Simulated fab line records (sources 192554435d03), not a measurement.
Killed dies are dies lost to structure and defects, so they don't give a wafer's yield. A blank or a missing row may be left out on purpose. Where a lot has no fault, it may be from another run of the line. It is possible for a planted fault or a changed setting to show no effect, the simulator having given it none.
Which tool did it?	flow n5-finfet	24 wafers from 9 lots sampled at 6 of the route's 1938 steps

## WHAT EACH GAUGE READ, for each wafer
N5_HKMG_FIN_CD_MEAS_12: the cd target is 92.8 nm.
lot	measured	on	cd-nm (nm)
L924	day 4 20:04	cd-sem-01	93.5 93.1 93.6
L927	day 5 13:16	cd-sem-02	53.9 54.1
L932	day 7 00:38	cd-sem-01	53.1 93.5
L933	day 7 05:36	cd-sem-02	53.2 93.0
L934	day 7 11:11	cd-sem-01	92.8 92.3 93.2
L939	day 8 14:53	cd-sem-03	92.3 92.7 93.4
L942	day 9 09:51	cd-sem-03	92.8 94.0 93.3
L943	day 9 15:22	cd-sem-02	92.4 93.0 93.1
L944	day 9 20:57	cd-sem-02	94.2 93.8 93.3

N5_BEOL_M4_RC_MEAS_101.
lot	measured	on	DIBL_N (mV/V)	DIBL_P (mV/V)	IOFF_N (nA/um)	IOFF_P (nA/um)	ION_N (uA/um)	ION_P (uA/um)	SS_N (mV/dec)	SS_P (mV/dec)	VT_N (mV)	VT_P (mV)
L924	day 8 17:16	prober-01	36.2 34.6 33.8	38.4 33.9 35.0	0.18 0.15 0.13	0.24 0.17 0.18	671 667 657	468 461 457	72.0 72.0 71.6	73.2 72.3 72.8	251 252 252	-247 -251 -252
L932	day 10 12:22	prober-01	38.8	37.5	0.20	0.28	687	474	72.0	73.6	248	-244
L933	day 11 03:58	prober-02	39.6	40.5	0.24	0.28	684	470	73.1	74.4	241	-247
L934	day 11 05:46	prober-02	34.8 37.4 38.5	34.9 37.4 39.7	0.13 0.16 0.19	0.18 0.21 0.25	673 659 685	458 455 471	70.5 71.8 71.4	72.1 73.2 73.7	254 250 248	-250 -253 -248
L939	day 13 02:58	prober-02	40.4 34.6 39.7	40.5 33.0 38.5	0.23 0.11 0.23	0.27 0.16 0.24	687 658 690	463 459 463	72.3 71.4 72.9	74.8 72.1 74.0	244 257 244	-250 -255 -246
L942	day 13 10:32	prober-01	35.9 34.5 38.4	35.1 32.9 39.1	0.15 0.13 0.22	0.20 0.17 0.30	672 650 701	460 450 482	72.0 71.4 72.4	74.0 72.2 73.5	250 253 244	-250 -253 -243
L943	day 13 12:23	prober-02	38.9 36.0 34.5	38.9 36.7 36.0	0.22 0.15 0.13	0.25 0.21 0.20	682 675 664	458 466 462	72.6 71.9 71.6	73.9 72.7 73.4	248 249 253	-249 -248 -250
L944	day 13 19:59	prober-02	41.6 37.2 38.0	42.9 36.3 37.6	0.28 0.17 0.17	0.37 0.24 0.23	705 670 670	480 462 462	72.5 71.4 72.1	75.0 73.9 73.2	243 249 251	-242 -245 -251

## WHAT TOOL EACH LOT RAN ON (gives the tool, then ch and the chambers of the sampled wafers, and finally the start)
lot	N5_HKMG_FIN_ETCH_54	N5_HKMG_FIN_PEB_10	N5_HKMG_FIN_DESCUM_17	N5_HKMG_FIN_ETCH_35
L924	rie-diel-04 ch 0,1, day 4 16:56	litho-track-03 ch 0, day 4 19:59	rie-diel-03 ch 1,2, day 4 20:10	rie-diel-03 ch 1,2, day 4 20:29
L927	rie-diel-03 ch 0,1, day 5 10:01	litho-track-03 ch 0, day 5 13:12	rie-diel-03 ch 3, day 5 13:22	rie-diel-03 ch 3, day 5 13:40
L932	rie-diel-04 ch 0,1, day 6 21:12	litho-track-03 ch 0, day 7 00:34	rie-diel-03 ch 3, day 7 00:44	rie-diel-03 ch 3, day 7 01:02
L933	rie-diel-04 ch 1, day 7 02:28	litho-track-03 ch 0, day 7 05:32	rie-diel-06 ch 3, day 7 05:41	rie-diel-06 ch 3, day 7 05:59
L934	rie-diel-06 ch 2,3, day 7 07:53	litho-track-04 ch 0, day 7 11:07	rie-diel-04 ch 0,1,3, day 7 11:16	rie-diel-04 ch 0,1,3, day 7 11:34
L939	rie-diel-06 ch 1,2,3, day 8 11:31	litho-track-04 ch 0, day 8 14:49	rie-diel-04 ch 0,1,2, day 8 14:59	rie-diel-04 ch 0,1,2, day 8 15:17
L942	rie-diel-03 ch 1,2,3, day 9 06:25	litho-track-05 ch 0, day 9 09:47	rie-diel-03 ch 0,1,2, day 9 09:59	rie-diel-03 ch 0,1,2, day 9 10:17
L943	rie-diel-04 ch 1,2,3, day 9 12:13	litho-track-05 ch 0, day 9 15:18	rie-diel-04 ch 0,1,3, day 9 15:27	rie-diel-04 ch 0,1,3, day 9 15:46
L944	rie-diel-04 ch 1,2,3, day 9 17:50	litho-track-03 ch 0, day 9 20:53	rie-diel-06 ch 1,2, day 9 21:08	rie-diel-06 ch 1,2, day 9 21:26
- N5_HKMG_FIN_ETCH_54: etches SiARC in CF4, target depth 45.5 nm, time 75.8 s.
- N5_HKMG_FIN_PEB_10: peb time 60 s.
- N5_HKMG_FIN_DESCUM_17: chemistry O2, time 7.9 s.
- N5_HKMG_FIN_ETCH_35: etches SOC in N2/H2, target depth 215.8 nm, time 243.4 s.

## AS READ BY THE TOOLS THEMSELVES (means over the sampled wafers that have a number; for cases with no such wafer, the mark the record gives instead)
N5_HKMG_FIN_ETCH_54.
lot	tool	drypump-motor-current-A (A)	etch-rf-on-time-s (s)	oes-product-au (a.u.)	rf-vpp-V (V)	showerhead-plenum-p-Torr (Torr)	throttle-valve-pct (%)
L924	rie-diel-04	6.2	78.6	0.63	184.0	2.10	15.48
L927	rie-diel-03	6.0	78.3	0.72	184.4	2.21	15.57
L932	rie-diel-04	6.3	80.0	0.61	184.6	2.12	15.54
L933	rie-diel-04	6.6	79.3	0.61	184.6	2.20	15.63
L934	rie-diel-06	5.8	75.8	0.62	183.6	2.12	15.75
L939	rie-diel-06	6.0	75.8	0.69	184.3	2.14	15.59
L942	rie-diel-03	5.8	77.1	0.66	184.3	2.17	15.64
L943	rie-diel-04	6.1	76.4	0.64	184.2	2.15	15.50
L944	rie-diel-04	6.1	76.6	0.64	183.6	2.15	15.50

N5_HKMG_FIN_DESCUM_17.
lot	tool	drypump-motor-current-A (A)	oes-product-au (a.u.)	rf-vpp-V (V)	showerhead-plenum-p-Torr (Torr)	throttle-valve-pct (%)
L924	rie-diel-03	5.6	0.71	244.1	2.18	20.55
L927	rie-diel-03	5.9	0.74	243.2	2.08	20.56
L932	rie-diel-03	5.8	0.73	243.0	2.07	20.57
L933	rie-diel-06	5.5	0.72	242.8	2.08	20.48
L934	rie-diel-04	6.3	0.72	243.5	2.11	20.35
L939	rie-diel-04	6.0	0.76	242.2	2.06	20.36
L942	rie-diel-03	5.9	0.83	243.7	2.15	20.58
L943	rie-diel-04	6.3	0.71	243.1	2.10	20.40
L944	rie-diel-06	6.4	0.95	242.9	2.11	20.16

N5_HKMG_FIN_ETCH_35.
lot	tool	drypump-motor-current-A (A)	oes-product-au (a.u.)	rf-vpp-V (V)	showerhead-plenum-p-Torr (Torr)	throttle-valve-pct (%)
L924	rie-diel-03	5.6	0.71	142.1	2.63	17.87
L927	rie-diel-03	5.9	0.74	142.8	2.56	18.24
L932	rie-diel-03	5.9	0.73	141.8	2.55	18.27
L933	rie-diel-06	5.5	0.76	141.8	2.55	18.14
L934	rie-diel-04	6.3	0.72	141.6	2.57	17.82
L939	rie-diel-04	6.1	0.75	141.0	2.52	17.84
L942	rie-diel-03	5.9	0.81	142.3	2.61	17.98
L943	rie-diel-04	6.3	0.70	141.8	2.56	17.85
L944	rie-diel-06	6.3	0.94	140.9	2.56	17.52

## THE ANSWER, worked out from the rows above alone
Rule: what is usual is taken from the lots themselves. The widest of any qualifying gaps counts: lots, ordered by their means at a reading, are off when they make up no more than a third of the lots, leave a main group of 4 or more, and stand apart from it by 3 or more times the standard deviation of that group's means. Not used: any main group whose means are identical at the precision the tables above print for the reading. A lot without any number at a reading at which 4 lots or more have one is off too. All remaining lots with rows at the step are treated as sound. After the gauges, taken in route order, come the tools' own readings; for these a lot's mean is taken, as printed above. The first step at which some lot is off is used, and at that step the reading that is off furthest; a lot without a number counts as furthest.
Off: L927, L932, L933 (N5_HKMG_FIN_CD_MEAS_12, cd-nm). Main group: mean 93.2 nm, sd 0.38.
A tool fits if, at a process step before that reading, it ran every lot that is off, and no sound lot after the first of them. Gauges at N5_HKMG_FIN_CD_MEAS_12: tried the same way as those tools. None of those tried fits.

## WHAT THE SIMULATOR HAD PUT IN
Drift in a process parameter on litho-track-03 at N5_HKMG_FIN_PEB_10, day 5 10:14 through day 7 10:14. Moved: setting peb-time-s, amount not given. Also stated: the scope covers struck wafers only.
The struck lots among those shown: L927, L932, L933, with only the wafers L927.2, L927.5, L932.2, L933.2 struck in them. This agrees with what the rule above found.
